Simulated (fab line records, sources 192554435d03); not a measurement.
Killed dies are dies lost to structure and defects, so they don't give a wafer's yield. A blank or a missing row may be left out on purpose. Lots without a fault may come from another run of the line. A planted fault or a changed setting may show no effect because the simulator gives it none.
A struck lot beside a sound one | flow n5_finfet | 26 steps out of a route of 1938
Sound: wafers L477.1, L477.2, L477.6. Struck: wafers L483.2, L483.3, L483.4. The cause comes at the end.
At each step with rows: each side's tool, then ch and its chambers, then its first start. Under that, the readings that differ: sound wafers | struck wafers | difference of the means | sigmas: that difference in standard deviations of wafers without a fault.
alike: readings whose means differ by less than 2 such deviations, and words and numbers that are the same on both sides. not compared: withheld readings, readings that some wafer has no value for, bounds like >300 that may hide the same value, and numbers for which the record gives no deviation and whose values overlap.
The two part at a step that has a row with sigmas, a row that says differs or no value, or rows on one side only. Numbers that don't overlap but have no deviation are shown without sigmas and don't part them. A reading that every wafer of one side lacks parts them only if that side has two wafers or more.

first, 1 step without rows for these wafers: N5_BEOL_M5_PRE_CLEAN_77 (time 15 s).
N5_BEOL_M5_CO_CAP_78: material Co, precursor CCTBA/H2, target thk 2 nm, time 102.1 s.
  sound on cvd_co-02 ch 0,1, day 9 19:39; struck on cvd_co-01 ch 0,2, day 11 08:05
  alike: heater_power_w
then, 1 step without rows for these wafers: N5_BEOL_M5_PRE_CLEAN_55 (time 15 s).
N5_BEOL_M5_DEP_56: deposits SiCN from 3MS/NH3, target thk 8 nm, time 14 s.
  sound on pecvd-04 ch 0,1,2, day 9 19:46; struck on pecvd-03 ch 0,1,2, day 11 08:13
  alike: showerhead_plenum_p_Torr, throttle_valve_pct
N5_BEOL_M5_RS_MEAS_57: measures by four-point-probe.
  sound on film_metro-02, day 9 19:50; struck on film_metro-01, day 11 08:17
  alike: M5_RS
N5_BEOL_M5_INSPECT_58: inspects for defects (darkfield).
  sound on defect_inspect-01, day 9 19:52; struck on defect_inspect-02, day 11 08:18
  alike: raw_defect_count
then, 1 step without rows for these wafers: N5_BEOL_M6_ILD_DEP_00 (deposits SiCOH lowk from DEMS/porogen, target thk 179.75 nm, time 33.4 s).
N5_BEOL_M6_CURE_74: cures SiCOH lowk, time 240 s.
  sound on uv_cure-01 ch 2, day 9 19:59; struck on uv_cure-03 ch 1, day 11 08:31
  alike: lamp_power_pct, wafer_temp_C_max
N5_BEOL_M6_THK_MEAS_01:
  sound on film_metro-01, day 9 20:30; struck on film_metro-02, day 11 08:56
  alike: M6_ILD_THK
N5_BEOL_M6_PECVD_70: deposits SiO2 from TEOS/O2, target thk 20 nm, time 22.7 s.
  sound on pecvd-02 ch 0,1,2, day 9 20:32; struck on pecvd-01 ch 1,2, day 11 08:59
  alike: heater_power_w, showerhead_plenum_p_Torr, throttle_valve_pct
N5_BEOL_M6_HM_DEP_02: deposits TiN, target thk 20 nm.
  sound on pvd_sputter-03, day 9 22:34; struck on pvd_sputter-01, day 11 09:57
  alike: throttle_valve_pct
then, 1 step without rows for these wafers: N5_BEOL_M6_COAT_59 (time 60 s, resist thk 100 nm).
N5_BEOL_M6_COAT_60: time 60 s, resist thk 35 nm.
  sound on litho_track-05 ch 0, day 9 22:42; struck on litho_track-05 ch 0, day 11 10:05
  reading                                    | sound                | struck               | difference | sigmas
  spin_speed_rpm (rpm)                       | 1501.5 1498.8 1500.1 | 1670.0 1669.1 1669.2 | +169.3     | +99 or more
  model.SiARC_of_BEOL_M6_COAT_60.thk_nm (nm) | 35 35 35.2           | 33.2 33.2 33.2       | -1.9       |
  alike: heater_power_total_W
then, 6 steps without rows for these wafers: N5_BEOL_M6_COAT_05 (resist thk 90 nm); N5_BEOL_M6_EBR_07; N5_BEOL_M6_SOFTBAKE_06 (time 60 s); N5_BEOL_M6_EXPOSE_08 (exposes mask M6); N5_BEOL_M6_PEB_09 (peb time 60 s); N5_BEOL_M6_DEVELOP_10 (develop time 30 s).
N5_BEOL_M6_CD_MEAS_11: target cd 38.5 nm.
  sound on cd_sem-03 ch 0, day 9 23:04; struck on cd_sem-03 ch 0, day 11 10:29
  alike: cd_nm
N5_BEOL_M6_OVL_MEAS_12:
  sound on overlay-01 ch 0, day 9 23:06; struck on overlay-01 ch 0, day 11 10:31
  alike: M6_OVL
N5_BEOL_M6_INSPECT_13: inspects for defects (brightfield).
  sound on defect_inspect-01, day 9 23:08; struck on defect_inspect-02, day 11 10:32
  alike: raw_defect_count
then, 1 step without rows for these wafers: N5_BEOL_M6_DESCUM_16 (chemistry O2, time 7.9 s).
N5_BEOL_M6_ETCH_61: etches SiARC in CF4, target depth 45.5 nm, time 75.8 s.
  sound on rie_diel-02 ch 0,2,3, day 9 23:45; struck on rie_diel-01 ch 1,2, day 11 10:42
  reading                                      | sound          | struck           | difference | sigmas
  etch_rf_on_time_s (s)                        | 78.1 76.8 75.3 | 74.0 70.8 73.6   | -3.9       | -2
  model.etch.depth_nm (nm)                     | 35 35.04 35.12 | 33.2 33.21 33.17 | -1.9       |
  model.CAR-ArF_of_BEOL_M6_COAT_05.thk_nm (nm) | 50.6 51 50.6   | 52.4 52.2 52.4   | +1.6       |
  alike: chamber_pressure_mTorr, drypump_motor_current_A, oes_product_au, rf_vpp_V, showerhead_plenum_p_Torr, throttle_valve_pct
  not compared: rf_hours_counter_h
N5_BEOL_M6_ETCH_62: etches SOC in N2/H2, target depth 110 nm, overetch 22 nm, time 165 s.
  sound on rie_diel-02 ch 0,2,3, day 9 23:48; struck on rie_diel-01 ch 1,2, day 11 10:46
  reading                                    | sound          | struck         | difference | sigmas
  model.SiARC_of_BEOL_M6_COAT_60.thk_nm (nm) | 28.6 28.6 28.6 | 26.8 26.4 26.8 | -1.9       |
  alike: chamber_pressure_mTorr, drypump_motor_current_A, oes_product_au, rf_vpp_V, showerhead_plenum_p_Torr, throttle_valve_pct
  not compared: rf_hours_counter_h
then, 1 step without rows for these wafers: N5_BEOL_M6_STRIP_68 (strips in N2/H2).

WHERE THEY PART
First at N5_BEOL_M6_COAT_60; last, within this record, at N5_BEOL_M6_ETCH_61. Later steps at which nothing parts them and some readings are alike: N5_BEOL_M6_ETCH_62.

WHY: what the simulator had put in
Process parameter drift: litho_track-05, from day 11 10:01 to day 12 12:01, at N5_BEOL_M6_COAT_60. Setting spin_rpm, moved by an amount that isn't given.
